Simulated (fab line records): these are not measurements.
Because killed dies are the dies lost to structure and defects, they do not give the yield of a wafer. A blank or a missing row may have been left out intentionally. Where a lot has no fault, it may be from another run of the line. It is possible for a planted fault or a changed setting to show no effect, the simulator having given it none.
fab line records + flow nand_harc
record:
- lots: 6
- wafers: 18
- last_day: 33
route steps=1302 shown A_CHANNEL_HOLE_D1@466
lots untouched by any fault: they come from a run of this same line in which no faults occurred
start_h: the number of hours between the record's first day and the start of the first shown wafer of the lot + wait_h: hours since the lot's step before + " as in the row above + L1.1+2: one row covering several wafers at once + - either no value or no given start + * or withheld: withheld + < > ~ a bound
route shown NAME@n: NAME is a module with steps in the file, n the number in the route of the first one + usual: mean/standard deviation taken from wafers without a fault + same: alike in all rows + chamber/n: place in a boat + sites: per-site readings + _std_site: standard deviation across them + _edge_site: the outer-site mean with the inner-site mean subtracted + radius_mm: for every site, how far away it sits from the centre of the wafer + mask NAME#n: copy n + behind: the last tool/chamber to shape the wafer + hold: cause of the lot's hold/its duration in hours/its outcome + device: transistor that didn't switch, given as n, p or np + end of line: at the end of the route, the tests of the same wafers + step lacking rows: just its recipe + killed: dies lost to structure and defects at the first sort, not the wafer's yield + map: a wafer's dies, marking killed ones x, the rest . and places with no die _
set.NAME: the setting the step ran with; set.NAME@STEP: the setting that earlier step ran with + model.NAME: the simulator's own value behind a step, which no gauge read
lots at some steps of the route; a table a step, a row a wafer
services: when a tool's chamber went out of use (start_h, in hours from the record's first day, below 0 if earlier), for how many hours, and the reason
== steps ==
step: NHARC_A_CHANNEL_HOLE_D1_ETCH_38
recipe:
- target_depth_a: 390
- over_etch_frac: 0.3
- time_s: 65
- ion_energy_ev: 80
- cf4_flow_sccm: 150
- ar_flow_sccm: 0
- rf_w: 300
- bias_w: 100
- chemistry: CF4
usual:
- bias_w: 100.0/0.31
- cf4_flow_sccm: 150.0/0.44
- drypump_motor_current_A: 5.8/0.37
- oes_product_au: 1.004/0.01
- rf_vpp_V: 151.3/1.2
- showerhead_plenum_p_Torr: 1.75/0.056
- throttle_valve_pct: 13.284/0.0084
same:
- over_etch_frac: 0.3
| lot.wafer | tool        | chamber | start_h | wait_h | bias_w | cf4_flow_sccm | drypump_motor_current_A | oes_product_au | rf_hours_counter_h | rf_vpp_V | showerhead_plenum_p_Torr | throttle_valve_pct |
|-----------|-------------|---------|---------|--------|--------|---------------|-------------------------|----------------|--------------------|----------|--------------------------|--------------------|
| L499.1    | rie_diel-03 | 2       | 198.98  | 0.1    | 99.8   | 150.5         | 6.4                     | 1.017          | 7                  | 149.9    | 1.70                     | 13.297             |
| L499.2    | "           | 1       | "       | "      | 100.3  | 150.2         | 6.1                     | 0.994          | 7                  | 151.0    | 1.72                     | 13.300             |
| L499.6    | "           | 3       | "       | "      | 100.8  | 150.0         | 5.6                     | 1.031          | -                  | 151.6    | 1.82                     | 13.283             |
| L512.3    | rie_diel-03 | 1       | 321.63  | 0.1    | 100.3  | 150.3         | 6.1                     | 1.006          | 3                  | 151.6    | 1.72                     | 13.280             |
| L512.5    | "           | 0       | "       | "      | 99.9   | 150.5         | 5.4                     | 1.008          | -                  | 152.2    | 1.81                     | 13.276             |
| L512.6    | "           | 1       | "       | "      | 100.5  | 150.2         | 6.1                     | 1.002          | -                  | 150.9    | 1.72                     | 13.292             |
| L511.3    | rie_diel-03 | 1       | 323.24  | 0.1    | 100.1  | 150.2         | 6.1                     | 1.001          | 4                  | 151.4    | 1.72                     | 13.280             |
| L511.1    | "           | 2       | "       | "      | 100.0  | 149.9         | 6.3                     | 0.997          | 3                  | 150.2    | 1.69                     | 13.274             |
| L511.4    | "           | 2       | "       | "      | 100.2  | 150.5         | 6.4                     | 1.008          | -                  | 151.4    | 1.70                     | 13.278             |
| L513.1    | rie_diel-03 | 1       | 340.07  | 0.1    | 100.1  | 150.7         | 6.1                     | 1.003          | 5                  | 150.4    | 1.72                     | 13.293             |
| L513.2    | "           | 2       | "       | "      | 99.8   | 149.7         | 6.3                     | 0.996          | 5                  | 152.3    | 1.69                     | 13.291             |
| L513.4    | "           | 3       | "       | "      | 99.8   | 150.1         | 5.7                     | 0.998          | 3                  | 153.2    | 1.82                     | 13.272             |
| L517.2    | rie_diel-03 | 1       | 379.74  | 0.1    | 100.4  | 149.8         | 6.1                     | 1.001          | 8                  | 151.6    | 1.72                     | 13.284             |
| L517.1    | "           | 3       | "       | "      | 100.0  | 148.9         | 5.7                     | 0.999          | 7                  | 152.2    | 1.82                     | 13.287             |
| L517.4    | "           | 0       | "       | "      | 100.1  | 150.1         | 5.5                     | 1.002          | 8                  | 151.5    | 1.80                     | 13.304             |
| L519.4    | rie_diel-10 | 1       | 405.62  | 0.1    | 99.5   | 149.8         | 5.3                     | 1.001          | 53                 | 151.2    | 1.79                     | 13.283             |
| L519.3    | "           | 3       | "       | "      | 100.1  | 149.7         | 5.5                     | 0.994          | 47                 | 150.9    | 1.69                     | 13.290             |
| L519.5    | "           | 1       | "       | "      | 99.8   | 149.8         | 5.3                     | 0.982          | -                  | 151.3    | 1.79                     | 13.273             |
step: NHARC_A_CHANNEL_HOLE_D1_ETCH_39
recipe:
- target_depth_a: 2600
- over_etch_frac: 0.3
- time_s: 325
- ion_energy_ev: 200
- n2_flow_sccm: 150
- h2_flow_sccm: 150
- ar_flow_sccm: 0
- rf_w: 400
- bias_w: 150
- chemistry: N2/H2
step: NHARC_A_CHANNEL_HOLE_D1_ETCH_34
recipe:
- target_depth_a: 1540
- time_s: 77
- cf4_flow_sccm: 100
- chf3_flow_sccm: 30
- ar_flow_sccm: 0
- rf_w: 500
- bias_w: 200
- chemistry: CF4/CHF3
step: NHARC_A_CHANNEL_HOLE_D1_ETCH_16
recipe:
- target_depth_a: 31000
- over_etch_frac: 0.3
- time_s: 806
- ion_energy_ev: 150
- o2_flow_sccm: 400
- cos_flow_sccm: 20
- ar_flow_sccm: 0
- rf_w: 500
- bias_w: 300
- chemistry: O2/COS
step: NHARC_A_CHANNEL_HOLE_D1_CD_MEAS_18
usual:
- cd_nm: 99.1/2.1
| lot.wafer | tool      | chamber | start_h | wait_h | cd_nm |
|-----------|-----------|---------|---------|--------|-------|
| L499.1    | cd_sem-03 | -       | 200.00  | -      | 95.1  |
| L499.2    | "         | -       | "       | "      | 101.7 |
| L499.6    | "         | -       | "       | "      | 99.8  |
| L512.3    | cd_sem-03 | -       | 322.66  | -      | 100.5 |
| L512.5    | "         | -       | "       | "      | 99.5  |
| L512.6    | "         | -       | "       | "      | 99.1  |
| L511.1    | cd_sem-03 | -       | 324.44  | -      | 98.7  |
| L511.3    | "         | -       | "       | "      | 99.4  |
| L511.4    | "         | -       | "       | "      | 98.2  |
| L513.1    | cd_sem-03 | -       | 341.09  | -      | 101.7 |
| L513.2    | "         | -       | "       | "      | 99.9  |
| L513.4    | "         | -       | "       | "      | 99.6  |
| L517.1    | cd_sem-03 | -       | 380.77  | -      | 97.5  |
| L517.2    | "         | -       | "       | "      | 101.0 |
| L517.4    | "         | -       | "       | "      | 100.2 |
| L519.3    | cd_sem-03 | -       | 406.66  | -      | 100.1 |
| L519.4    | "         | -       | "       | "      | 96.5  |
| L519.5    | "         | -       | "       | "      | 98.7  |
step: NHARC_A_CHANNEL_HOLE_D1_ETCH_19
recipe:
- bias_v: 1200
- source_w: 2500
- pressure_mtorr: 15
- time_s: 34.5
- ar_flow_sccm: 375
- c4f8_flow_sccm: 28.8
- o2_flow_sccm: 96.2
- temp_c: -20
- target_depth_a: *
- chemistry: C4F8/O2/Ar
step: NHARC_A_CHANNEL_HOLE_D1_ETCH_20
recipe:
- bias_v: 3000
- source_w: withheld
- pressure_mtorr: 20
- time_s: 361.9
- ar_flow_sccm: 375
- c4f8_flow_sccm: 89.3
- o2_flow_sccm: 35.7
- temp_c: -20
- target_depth_a: 16000
- chemistry: C4F8/O2/Ar
step: NHARC_A_CHANNEL_HOLE_D1_ETCH_21
recipe:
- bias_v: 3000
- source_w: withheld
- pressure_mtorr: 20
- time_s: 514.3
- ar_flow_sccm: 375
- c4f8_flow_sccm: 89.3
- o2_flow_sccm: 35.7
- temp_c: -20
- target_depth_a: 16000
- chemistry: C4F8/O2/Ar
usual:
- c4f8_flow_sccm: 89.28/0.27
- chamber_pressure_mTorr: 19.999/0.019
- drypump_motor_current_A: 5.6/0.44
- showerhead_plenum_p_Torr: 3.69/0.05
- throttle_valve_pct: 32.155/0.0096
| lot.wafer | tool        | chamber | start_h | wait_h | c4f8_flow_sccm | chamber_pressure_mTorr | drypump_motor_current_A | rf_hours_counter_h | showerhead_plenum_p_Torr | throttle_valve_pct |
|-----------|-------------|---------|---------|--------|----------------|------------------------|-------------------------|--------------------|--------------------------|--------------------|
| L499.2    | har_etch-02 | 1       | 200.51  | 0.3    | 88.92          | 19.976                 | 5.5                     | 310                | 3.76                     | 32.142             |
| L499.1    | "           | 0       | "       | "      | 89.82          | 19.991                 | 6.3                     | 310                | 3.76                     | 32.158             |
| L499.6    | "           | 0       | "       | "      | 89.73          | 19.976                 | 6.4                     | -                  | 3.76                     | 32.170             |
| L512.3    | har_etch-01 | 1       | 325.09  | 0.3    | 89.65          | 20.013                 | 5.1                     | -                  | 3.61                     | 32.154             |
| L512.6    | "           | 1       | "       | "      | 89.32          | 19.989                 | 5.1                     | -                  | 3.61                     | 32.170             |
| L512.5    | "           | 0       | "       | "      | 89.12          | 20.002                 | 5.7                     | -                  | 3.69                     | 32.138             |
| L511.1    | har_etch-02 | 0       | 327.36  | 0.3    | 88.75          | 20.026                 | 6.3                     | 386                | 3.72                     | 32.144             |
| L511.4    | "           | 1       | "       | "      | 89.36          | 19.993                 | 5.4                     | -                  | 3.72                     | 32.157             |
| L511.3    | "           | 0       | "       | "      | 89.31          | 19.964                 | 6.3                     | -                  | 3.72                     | 32.165             |
| L513.1    | har_etch-02 | 0       | 343.86  | 0.3    | 89.23          | 19.980                 | 6.4                     | 394                | 3.71                     | 32.155             |
| L513.2    | "           | 1       | "       | "      | 89.40          | 20.002                 | 5.4                     | 394                | 3.71                     | 32.170             |
| L513.4    | "           | 0       | "       | "      | 89.37          | 20.037                 | 6.3                     | -                  | 3.71                     | 32.148             |
| L517.1    | har_etch-01 | 1       | 383.47  | 0.3    | 89.61          | 20.012                 | 5.1                     | 202                | 3.59                     | 32.159             |
| L517.2    | "           | 0       | "       | "      | 89.12          | 19.989                 | 5.7                     | 202                | 3.67                     | 32.149             |
| L517.4    | "           | 1       | "       | "      | 89.57          | 20.024                 | 5.1                     | -                  | 3.59                     | 32.142             |
| L519.3    | har_etch-02 | 1       | 409.07  | 0.3    | 89.85          | 19.964                 | 5.4                     | -                  | 3.70                     | 32.164             |
| L519.4    | "           | 0       | "       | "      | 89.00          | 19.973                 | 6.4                     | -                  | 3.70                     | 32.158             |
| L519.5    | "           | 0       | "       | "      | 89.22          | 19.989                 | 6.3                     | -                  | 3.70                     | 32.165             |
step: NHARC_A_CHANNEL_HOLE_D1_ETCH_22
recipe:
- bias_v: 3000
- source_w: withheld
- pressure_mtorr: 20
- time_s: 666.7
- ar_flow_sccm: 375
- c4f8_flow_sccm: 89.3
- o2_flow_sccm: 35.7
- temp_c: -20
- target_depth_a: 16000
- chemistry: C4F8/O2/Ar
usual:
- c4f8_flow_sccm: 89.23/0.27
- chamber_pressure_mTorr: 20.003/0.017
- drypump_motor_current_A: 5.6/0.45
- showerhead_plenum_p_Torr: 3.69/0.05
- throttle_valve_pct: 32.156/0.0096
| lot.wafer | tool        | chamber | start_h | wait_h | c4f8_flow_sccm | chamber_pressure_mTorr | drypump_motor_current_A | rf_hours_counter_h | showerhead_plenum_p_Torr | throttle_valve_pct |
|-----------|-------------|---------|---------|--------|----------------|------------------------|-------------------------|--------------------|--------------------------|--------------------|
| L499.2    | har_etch-02 | 1       | 200.95  | 0.4    | 89.11          | 19.999                 | 5.4                     | 310                | 3.76                     | 32.169             |
| L499.1    | "           | 0       | "       | "      | 88.86          | 19.994                 | 6.4                     | 310                | 3.76                     | 32.159             |
| L499.6    | "           | 0       | "       | "      | 89.23          | 19.993                 | 6.3                     | -                  | 3.76                     | 32.136             |
| L512.3    | har_etch-01 | 1       | 325.57  | 0.4    | 89.27          | 20.001                 | 5.1                     | -                  | 3.61                     | 32.146             |
| L512.6    | "           | 1       | "       | "      | 89.16          | 20.003                 | 5.1                     | -                  | 3.61                     | 32.146             |
| L512.5    | "           | 0       | "       | "      | 88.93          | 20.003                 | 5.7                     | -                  | 3.69                     | 32.152             |
| L511.1    | har_etch-02 | 0       | 327.82  | 0.4    | 89.08          | 19.995                 | 6.3                     | 386                | 3.72                     | 32.173             |
| L511.4    | "           | 1       | "       | "      | 89.32          | 19.995                 | 5.4                     | -                  | 3.72                     | 32.155             |
| L511.3    | "           | 0       | "       | "      | 89.20          | 20.021                 | 6.3                     | -                  | 3.72                     | 32.159             |
| L513.1    | har_etch-02 | 0       | 344.30  | 0.4    | 89.54          | 19.998                 | 6.4                     | 394                | 3.71                     | 32.150             |
| L513.2    | "           | 1       | "       | "      | 89.48          | 19.994                 | 5.4                     | 394                | 3.71                     | 32.152             |
| L513.4    | "           | 0       | "       | "      | 89.54          | 20.007                 | 6.4                     | -                  | 3.71                     | 32.153             |
| L517.1    | har_etch-01 | 1       | 383.90  | 0.4    | 88.88          | 19.956                 | 5.1                     | 203                | 3.59                     | 32.163             |
| L517.2    | "           | 0       | "       | "      | 89.15          | 20.012                 | 5.7                     | 203                | 3.67                     | 32.136             |
| L517.4    | "           | 1       | "       | "      | 89.38          | 20.002                 | 5.1                     | -                  | 3.59                     | 32.173             |
| L519.3    | har_etch-02 | 1       | 409.55  | 0.4    | 89.42          | 20.021                 | 5.5                     | -                  | 3.70                     | 32.152             |
| L519.4    | "           | 0       | "       | "      | 89.56          | 20.010                 | 6.3                     | -                  | 3.70                     | 32.168             |
| L519.5    | "           | 0       | "       | "      | 89.26          | 20.023                 | 6.3                     | -                  | 3.70                     | 32.162             |
step: NHARC_A_CHANNEL_HOLE_D1_ETCH_23
recipe:
- bias_v: 5000
- source_w: withheld
- pressure_mtorr: 20
- time_s: 819
- ar_flow_sccm: 375
- c4f8_flow_sccm: 89.3
- o2_flow_sccm: 35.7
- temp_c: -20
- target_depth_a: 16000
- chemistry: C4F8/O2/Ar
step: NHARC_A_CHANNEL_HOLE_D1_ETCH_24
recipe:
- bias_v: 5000
- source_w: withheld
- pressure_mtorr: 20
- time_s: 906.2
- ar_flow_sccm: 375
- c4f8_flow_sccm: 93.8
- o2_flow_sccm: 31.2
- temp_c: -20
- target_depth_a: 15000
- chemistry: C4F8/O2/Ar
step: NHARC_A_CHANNEL_HOLE_D1_ETCH_25
recipe:
- bias_v: 5000
- source_w: withheld
- pressure_mtorr: 20
- time_s: 1040.2
- ar_flow_sccm: 375
- c4f8_flow_sccm: 93.8
- o2_flow_sccm: 31.2
- temp_c: -20
- target_depth_a: 15000
- chemistry: C4F8/O2/Ar
usual:
- c4f8_flow_sccm: 93.88/0.27
- chamber_pressure_mTorr: 19.999/0.021
- drypump_motor_current_A: 5.6/0.45
- showerhead_plenum_p_Torr: 3.69/0.05
- throttle_valve_pct: 32.234/0.0086
| lot.wafer | tool        | chamber | start_h | wait_h | c4f8_flow_sccm | chamber_pressure_mTorr | drypump_motor_current_A | rf_hours_counter_h | showerhead_plenum_p_Torr | throttle_valve_pct |
|-----------|-------------|---------|---------|--------|----------------|------------------------|-------------------------|--------------------|--------------------------|--------------------|
| L499.2    | har_etch-02 | 1       | 202.98  | 0.6    | 93.57          | 20.007                 | 5.5                     | 312                | 3.75                     | 32.225             |
| L499.1    | "           | 0       | "       | "      | 93.67          | 19.981                 | 6.4                     | 312                | 3.75                     | 32.242             |
| L499.6    | "           | 0       | "       | "      | 93.73          | 19.988                 | 6.3                     | -                  | 3.75                     | 32.221             |
| L512.3    | har_etch-01 | 1       | 327.71  | 0.7    | 93.50          | 19.986                 | 5.1                     | -                  | 3.60                     | 32.234             |
| L512.6    | "           | 1       | "       | "      | 94.18          | 19.978                 | 5.1                     | -                  | 3.60                     | 32.233             |
| L512.5    | "           | 0       | "       | "      | 93.65          | 19.998                 | 5.7                     | -                  | 3.68                     | 32.231             |
| L511.1    | har_etch-02 | 0       | 329.90  | 0.7    | 93.97          | 19.962                 | 6.4                     | 389                | 3.71                     | 32.225             |
| L511.4    | "           | 1       | "       | "      | 93.89          | 20.010                 | 5.4                     | -                  | 3.71                     | 32.237             |
| L511.3    | "           | 0       | "       | "      | 93.65          | 20.011                 | 6.4                     | -                  | 3.71                     | 32.237             |
| L513.1    | har_etch-02 | 0       | 346.32  | 0.6    | 93.90          | 19.984                 | 6.3                     | 396                | 3.71                     | 32.249             |
| L513.2    | "           | 1       | "       | "      | 93.40          | 20.011                 | 5.4                     | 396                | 3.71                     | 32.243             |
| L513.4    | "           | 0       | "       | "      | 94.11          | 19.995                 | 6.4                     | -                  | 3.71                     | 32.249             |
| L517.1    | har_etch-01 | 1       | 385.92  | 0.6    | 93.43          | 20.016                 | 5.1                     | 205                | 3.59                     | 32.230             |
| L517.2    | "           | 0       | "       | "      | 94.28          | 19.959                 | 5.7                     | 205                | 3.66                     | 32.235             |
| L517.4    | "           | 1       | "       | "      | 94.24          | 20.010                 | 5.1                     | -                  | 3.59                     | 32.219             |
| L519.3    | har_etch-02 | 1       | 411.68  | 0.7    | 93.97          | 20.004                 | 5.5                     | -                  | 3.69                     | 32.239             |
| L519.4    | "           | 0       | "       | "      | 93.94          | 20.048                 | 6.3                     | -                  | 3.69                     | 32.235             |
| L519.5    | "           | 0       | "       | "      | 93.71          | 19.969                 | 6.3                     | -                  | 3.69                     | 32.232             |
step: NHARC_A_CHANNEL_HOLE_D1_ETCH_26
recipe:
- bias_v: 300
- source_w: 2000
- pressure_mtorr: 30
- time_s: 224.1
- ar_flow_sccm: 375
- c4f8_flow_sccm: 11.4
- o2_flow_sccm: 113.6
- temp_c: -20
- target_depth_a: 3000
- chemistry: C4F8/O2/Ar
usual:
- bias_v: 300.4/2.8
- c4f8_flow_sccm: 11.40/0.035
- drypump_motor_current_A: 5.6/0.44
- showerhead_plenum_p_Torr: 3.74/0.053
- throttle_valve_pct: 24.584/0.0086
| lot.wafer | tool        | chamber | start_h | wait_h | bias_v | c4f8_flow_sccm | drypump_motor_current_A | rf_hours_counter_h | showerhead_plenum_p_Torr | throttle_valve_pct |
|-----------|-------------|---------|---------|--------|--------|----------------|-------------------------|--------------------|--------------------------|--------------------|
| L499.2    | har_etch-02 | 1       | 203.87  | 0.7    | 299.0  | 11.41          | 5.4                     | 313                | 3.81                     | 24.570             |
| L499.1    | "           | 0       | "       | "      | 299.8  | 11.38          | 6.3                     | 313                | 3.81                     | 24.588             |
| L499.6    | "           | 0       | "       | "      | 297.1  | 11.34          | 6.4                     | -                  | 3.81                     | 24.572             |
| L512.3    | har_etch-01 | 1       | 328.36  | 0.5    | -      | -              | -                       | -                  | -                        | -                  |
| L512.6    | "           | 1       | "       | "      | -      | -              | -                       | -                  | -                        | -                  |
| L512.5    | "           | 0       | "       | "      | -      | -              | -                       | -                  | -                        | -                  |
| L511.1    | har_etch-02 | 0       | 330.67  | 0.6    | -      | -              | -                       | -                  | -                        | -                  |
| L511.4    | "           | 1       | "       | "      | -      | -              | -                       | -                  | -                        | -                  |
| L511.3    | "           | 0       | "       | "      | -      | -              | -                       | -                  | -                        | -                  |
| L513.1    | har_etch-02 | 0       | 347.21  | 0.7    | 297.2  | 11.31          | 6.3                     | 397                | 3.76                     | 24.581             |
| L513.2    | "           | 1       | "       | "      | 303.5  | 11.40          | 5.4                     | 397                | 3.76                     | 24.573             |
| L513.4    | "           | 0       | "       | "      | 299.1  | 11.34          | 6.3                     | -                  | 3.76                     | 24.597             |
| L517.1    | har_etch-01 | 1       | 386.79  | 0.7    | 300.1  | 11.41          | 5.1                     | 205                | 3.63                     | 24.579             |
| L517.2    | "           | 0       | "       | "      | 309.4  | 11.40          | 5.7                     | 205                | 3.71                     | 24.574             |
| L517.4    | "           | 1       | "       | "      | 297.3  | 11.41          | 5.1                     | -                  | 3.63                     | 24.589             |
| L519.3    | har_etch-02 | 1       | 412.33  | 0.5    | 301.1  | 11.39          | 5.4                     | -                  | 3.74                     | 24.575             |
| L519.4    | "           | 0       | "       | "      | 298.7  | 11.35          | 6.3                     | -                  | 3.74                     | 24.589             |
| L519.5    | "           | 0       | "       | "      | 298.1  | 11.40          | 6.3                     | -                  | 3.74                     | 24.585             |
step: NHARC_A_CHANNEL_HOLE_D1_ETCH_33
recipe:
- bias_v: 400
- source_w: 2000
- pressure_mtorr: 25
- time_s: 90
- ar_flow_sccm: 375
- c4f8_flow_sccm: 41.7
- o2_flow_sccm: 83.3
- temp_c: -20
- target_depth_a: 4000
- chemistry: C4F8/O2/Ar
usual:
- bias_v: 399/4.2
- c4f8_flow_sccm: 41.70/0.12
- drypump_motor_current_A: 5.6/0.44
- showerhead_plenum_p_Torr: 3.73/0.052
- throttle_valve_pct: 27.620/0.009
| lot.wafer | tool        | chamber | start_h | wait_h | bias_v | c4f8_flow_sccm | drypump_motor_current_A | rf_hours_counter_h | showerhead_plenum_p_Torr | throttle_valve_pct |
|-----------|-------------|---------|---------|--------|--------|----------------|-------------------------|--------------------|--------------------------|--------------------|
| L499.2    | har_etch-02 | 1       | 204.07  | 0.2    | 403    | 41.68          | 5.4                     | 313                | 3.80                     | 27.612             |
| L499.1    | "           | 0       | "       | "      | 396    | 41.72          | 6.3                     | 313                | 3.80                     | 27.612             |
| L499.6    | "           | 0       | "       | "      | 399    | 41.73          | 6.3                     | -                  | 3.80                     | 27.624             |
| L512.3    | har_etch-01 | 1       | 328.56  | 0.2    | 396    | 41.66          | 5.1                     | -                  | 3.64                     | 27.631             |
| L512.6    | "           | 1       | "       | "      | 395    | 41.58          | 5.1                     | -                  | 3.64                     | 27.612             |
| L512.5    | "           | 0       | "       | "      | 399    | 41.83          | 5.7                     | -                  | 3.73                     | 27.617             |
| L511.1    | har_etch-02 | 0       | 330.87  | 0.2    | 399    | 41.77          | 6.4                     | 389                | 3.76                     | 27.619             |
| L511.4    | "           | 1       | "       | "      | 403    | 41.75          | 5.4                     | -                  | 3.76                     | 27.607             |
| L511.3    | "           | 0       | "       | "      | 401    | 41.71          | 6.4                     | -                  | 3.76                     | 27.620             |
| L513.1    | har_etch-02 | 0       | 347.41  | 0.2    | 402    | 41.56          | 6.3                     | 397                | 3.75                     | 27.635             |
| L513.2    | "           | 1       | "       | "      | 391    | 41.76          | 5.5                     | 397                | 3.75                     | 27.627             |
| L513.4    | "           | 0       | "       | "      | 401    | 41.73          | 6.3                     | -                  | 3.75                     | 27.625             |
| L517.1    | har_etch-01 | 1       | 386.99  | 0.2    | 395    | 41.89          | 5.1                     | 206                | 3.63                     | 27.622             |
| L517.2    | "           | 0       | "       | "      | 395    | 41.74          | 5.7                     | 206                | 3.71                     | 27.617             |
| L517.4    | "           | 1       | "       | "      | 400    | 41.70          | 5.1                     | -                  | 3.63                     | 27.629             |
| L519.3    | har_etch-02 | 1       | 412.52  | 0.2    | 399    | 41.54          | 5.4                     | -                  | 3.74                     | 27.602             |
| L519.4    | "           | 0       | "       | "      | 401    | 41.44          | 6.3                     | -                  | 3.74                     | 27.618             |
| L519.5    | "           | 0       | "       | "      | 400    | 41.67          | 6.3                     | -                  | 3.74                     | 27.620             |
== services ==
| tool        | chamber | start_h | hours | kind                          |
|-------------|---------|---------|-------|-------------------------------|
| rie_diel-03 | 0       | 186.95  | -     | clean                         |
| rie_diel-03 | 1       | 186.95  | -     | clean                         |
| rie_diel-03 | 2       | 186.95  | -     | clean                         |
| rie_diel-03 | 3       | 186.95  | -     | clean                         |
| rie_diel-10 | 1       | 199.14  | 7.6   | repair                        |
| rie_diel-10 | 2       | 207.17  | 8.8   | repair                        |
| rie_diel-03 | 0       | 211.45  | -     | clean                         |
| rie_diel-03 | 1       | 211.45  | -     | clean                         |
| rie_diel-10 | 0       | 214.78  | 1.6   | repair                        |
| rie_diel-10 | -       | 228.26  | 0.7   | repair                        |
| rie_diel-10 | -       | 243.02  | 9.0   | pm                            |
| rie_diel-03 | -       | 281.45  | 9.0   | pm                            |
| rie_diel-03 | 3       | 322.46  | 13.9  | repair                        |
| rie_diel-10 | 2       | 339.80  | 16.6  | repair                        |
| rie_diel-03 | 1       | 347.12  | 5.1   | repair                        |
| har_etch-02 | -       | 377.00  | 17.0  | pm                            |
| har_etch-02 | 0       | 377.00  | 17.0  | vent_cycle                    |
| har_etch-02 | 1       | 377.00  | 17.0  | vent_cycle                    |
| har_etch-02 | 0       | 394.00  | -     | clean                         |
| har_etch-02 | 0       | 394.00  | -     | consumable_replace:focus_ring |
| har_etch-02 | 1       | 394.00  | -     | clean                         |
| har_etch-02 | 1       | 394.00  | -     | consumable_replace:focus_ring |
| rie_diel-10 | 1       | 394.34  | 6.8   | repair                        |
| rie_diel-03 | -       | 405.33  | 1.5   | repair                        |
== key ==
first_sign:
- step: NHARC_A_CHANNEL_HOLE_D1_ETCH_26
- reading: tool_record
- direction: missing
effect none on later readings
met_at NHARC_A_CHANNEL_HOLE_D1_ETCH_26
struck_wafers L511.1,L511.3,L511.4,L512.3,L512.5,L512.6
later_rows_left_out L511.1,L511.3,L511.4,L512.3,L512.5,L512.6
sort_left_out L511.1,L511.3,L511.4,L512.3,L512.5,L512.6
tester_left_out L511,L512
onset_between 203.87 328.36
fault:
- kind: skipped_step_whole
- tool: har_etch-01,har_etch-02
- chamber: -
- onset_h: 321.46
- steps: NHARC_A_CHANNEL_HOLE_D1_ETCH_26
- scope: struck_lots_only
tester_left_out: of these lots the tester's yield and bins aren't shown, on N5 and GAA mostly nor the transistor test; their killed dies are dies lost to structure and defects alone, not to doping, threshold or leakage, so they don't give the yield
sort_left_out: the simulated sort isn't trusted on such a fault, so these wafers' sort isn't shown, and their yield isn't known
later_rows_left_out: the simulator's readings of these wafers behind a module that went badly wrong aren't trusted and aren't shown, but for the sort
